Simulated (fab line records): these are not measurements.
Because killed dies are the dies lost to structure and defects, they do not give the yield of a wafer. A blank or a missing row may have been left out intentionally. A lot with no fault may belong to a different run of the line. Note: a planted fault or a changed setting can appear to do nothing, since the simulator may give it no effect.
Lot-split experiment ; flow n5 finfet ; 21 wafers read across 7 lots, on a route 1938 steps long

SPLIT DETAILS
At N5_PASSIVATION_VIA_ETCH_13 (etches SiO2 in CHF3/O2, target depth 660 nm, time 330 s), the setting bias w was moved away from the recipe's 170 W on 5 of the 21 wafers read, by -17.4% to +14.9%. For the rest of the wafers, this setting stayed at what the recipe calls for.

The split's own step is where the reading is taken.

THE READING
rf vpp V, in V, at N5_PASSIVATION_VIA_ETCH_13 (etches SiO2 in CHF3/O2, target depth 660 nm, time 330 s). A value of 522 V with a standard deviation of 5.3 V is what fault-free wafers of this fab line usually give.

wafer;tool, chamber at the split;bias w as run, W;against the recipe;rf vpp V, V;against lot-mates on the recipe
L075.3;rie diel-06, 2;157.5;-7.4%;500;-16
L075.4;rie diel-06, 1;157.5;-7.4%;491;-25
L075.5;rie diel-06, 3;170;recipe;516;-
L077.1;rie diel-02, 1;170;recipe;532;-
L077.3;rie diel-02, 3;170;recipe;528;-
L077.6;rie diel-02, 2;170;recipe;522;-
L086.1;rie diel-02, 1;170;recipe;530;-
L086.4;rie diel-02, 0;170;recipe;513;-
L086.6;rie diel-02, 3;158.9;-6.5%;501;-20
L084.2;rie diel-06, 2;170;recipe;529;-
L084.5;rie diel-06, 3;170;recipe;515;-
L084.6;rie diel-06, 2;170;recipe;530;-
L087.3;rie diel-05, 3;170;recipe;521;-
L087.4;rie diel-05, 0;170;recipe;520;-
L087.6;rie diel-05, 2;170;recipe;524;-
L091.1;rie diel-05, 0;170;recipe;520;-
L091.3;rie diel-05, 3;195.3;+14.9%;583;+64
L091.4;rie diel-05, 1;170;recipe;519;-
L097.4;rie diel-06, 3;170;recipe;515;-
L097.5;rie diel-06, 3;140.5;-17.4%;441;-80
L097.6;rie diel-06, 2;170;recipe;528;-

THE FIT
A straight line over all 21 wafers: rf vpp V changes by +4.25 V for each +1% of bias w; r = +0.97; the points scatter about the line by 6.3 V.
The same after taking each lot's own level away (the mean of its wafers on the recipe; 21 wafers): +4.16 V for each +1%; r = +0.97; scatter 6.4 V.
That fit puts the effect of the largest move of bias w on the reading at 72 V.
Across the lots, their own levels run from 516.0 to 527.3 V, a range of 2.1 times the standard deviation given above.
The two slopes agree, so the slope changes little with the lot-to-lot level.
Check: -63.4 V against its lot-mates is what the line predicts for one of the wafers moved furthest among these (-17.4%) when that wafer is left out of the fit. It came out at -80.5 V against them.
Tool readings at the split's step, against how far the setting was moved: rf vpp V r = +0.97.

OTHER SPLITS APPLIED TO THESE WAFERS
Note: prior to the reading, these wafers also went through further splits. Each is held against what the fit with the lots' levels taken away leaves over:
other split on the same wafers;wafers away from the commonest value;r with rf vpp V (lot level and that fit taken away)
N5_BEOL_M14_ETCH_59 time s;3;-0.05
N5_BEOL_M15_PEB_26 peb temp c;7;+0.11
N5_BEOL_M15_TRENCH_ETCH_34 time s;6;-0.18

FILE'S OWN FIT
rf vpp V changes by +4.26 V for each +1% of bias w, r = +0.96.
